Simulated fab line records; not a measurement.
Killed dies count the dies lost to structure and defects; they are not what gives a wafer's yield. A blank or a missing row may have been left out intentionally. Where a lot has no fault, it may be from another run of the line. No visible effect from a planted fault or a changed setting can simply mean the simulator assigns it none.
Problem report, 8D (eight disciplines) form, completed by code -- flow n5 finfet -- the parts of the form that need people (team, actions taken, sign-off) are left out

## 1. WHAT IS WRONG
killed_at_M4_up at N5_PASSIVATION_PROBE_49 reads a mean of 107 on 1 wafer of 1 lot; wafers without a fault read 14 with a standard deviation of 5. That puts it +19 standard deviations away from the usual mean.
First observed at day 16 17:45: wafer L143.2, on prober-02. Wafers with a number at this step in the record: 12, from 4 lots. By rule, "out" or "out of limits" means more than 4 standard deviations away from the usual mean. The other wafers with a number count as sound.

## 2. WHAT IT IS, WHAT IT ISN'T
question,is,is not
which readings at this step,"killed_at_M4_up, defect limited yield, killed dies, killed on rim, sort_bin_5_function, sort n pass, sort yield pct","killed at contacts, killed at front end, killed at other, killed open, killed short"
which lots,L143,"L133, L152, L154"
which wafers of those lots,L143.2,"L143.4, L143.5"
read on which tools,prober-02,prober-01
when,from day 16 17:45,"up to then (3 sound wafers); but 8 sound wafers of L143, L152, L154 came after"

## 3. SUSPECTS, AND WHAT RULES EACH OUT
Counting: a tool at a process step up to the reading stays a suspect if it ran every lot that is out. Sound lots after the first of them don't rule it out here, since some wafers of a struck lot are sound.
- wet bench-02 at N5_BEOL_M8_HM_STRIP_39 (strips TiN in peroxide tin strip, target depth 25 nm, time 158 s): kept. The lot that is out, L143, ran on it at day 13 16:35; the last sound lot it ran before that was L133, at day 11 06:16.
- rie diel-06 at N5_PASSIVATION_ETCH_15 (etches SiCN in CF4/N2, target depth 75 nm, time 81.2 s): kept. It ran the lot that is out, L143 (day 16 11:54). N5_PASSIVATION_ETCH_15 gives no start for some lots, so the hours and the order of its lots are those of N5_PASSIVATION_SPUTTER_20.
- pvd sputter-01 at N5_PASSIVATION_SPUTTER_20 (material TaN, target thk 50 nm): kept. It ran the lot that is out, L143 (day 16 11:54).
- prober-02 at N5_PASSIVATION_PROBE_49: kept. It ran the lot that is out, L143 (day 16 17:45). On those wafers its own readings are out: defect limited yield, killed_at_M4_up, killed dies, killed on rim, sort_bin_5_function, sort n pass, sort yield pct.
- At N5_PASSIVATION_ETCH_15, inside rie diel-06: chamber 1 took the wafers that are out, while their sound lot-mates went through chambers 2, 3.
Left after counting: wet bench-02 at N5_BEOL_M8_HM_STRIP_39, rie diel-06 at N5_PASSIVATION_ETCH_15, pvd sputter-01 at N5_PASSIVATION_SPUTTER_20, prober-02 at N5_PASSIVATION_PROBE_49.

## 4. THE CAUSE (what the simulator had put in)
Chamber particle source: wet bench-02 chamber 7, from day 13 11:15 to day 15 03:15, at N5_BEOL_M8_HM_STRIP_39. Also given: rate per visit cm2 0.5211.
4 suspects survive the count, and this tool is in that group.

## 5. THE EFFECT CHAIN, in route order
One row per reading whose mean, taken over the struck wafers that have a number, lies over 3 standard deviations from the usual. Scope: only readings with a usual standard deviation given in the record; hours: median across lots of the time from each lot's start at the first step in this table that gives one to its start at this step; sigmas: change in usual standard deviations.
hours,step,reading,usual,on struck wafers,change,sigmas
0,N5_PASSIVATION_PROBE_49,defect limited yield,91.0 %,81.2,-9.8,-7.0
0,N5_PASSIVATION_PROBE_49,killed_at_M4_up,14,107,+93,+19
0,N5_PASSIVATION_PROBE_49,killed dies,106,222,+116,+6.8
0,N5_PASSIVATION_PROBE_49,killed on rim,14,35,+21,+5.5
0,N5_PASSIVATION_PROBE_49,sort_bin_5_function,5.2 %,11.3,+6.1,+6.4
0,N5_PASSIVATION_PROBE_49,sort_bin_6_memory,3.3 %,5.3,+2.0,+3.0
0,N5_PASSIVATION_PROBE_49,sort n pass,1074,958,-116,-6.8
0,N5_PASSIVATION_PROBE_49,sort yield pct,91.0 %,81.2,-9.8,-7.0
Its process steps:
- N5_PASSIVATION_PROBE_49

## 6. WHAT WOULD HAVE CAUGHT IT SOONER
78 hours passed between the start of the fault at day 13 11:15 and the first reading out of limits in this record, taken at day 16 17:45.
Each of the lots that are out, 1 in all, had begun N5_BEOL_M8_HM_STRIP_39 on wet bench-02 no later than day 16 17:45. None of them would have been spared by holding the tool at that moment.
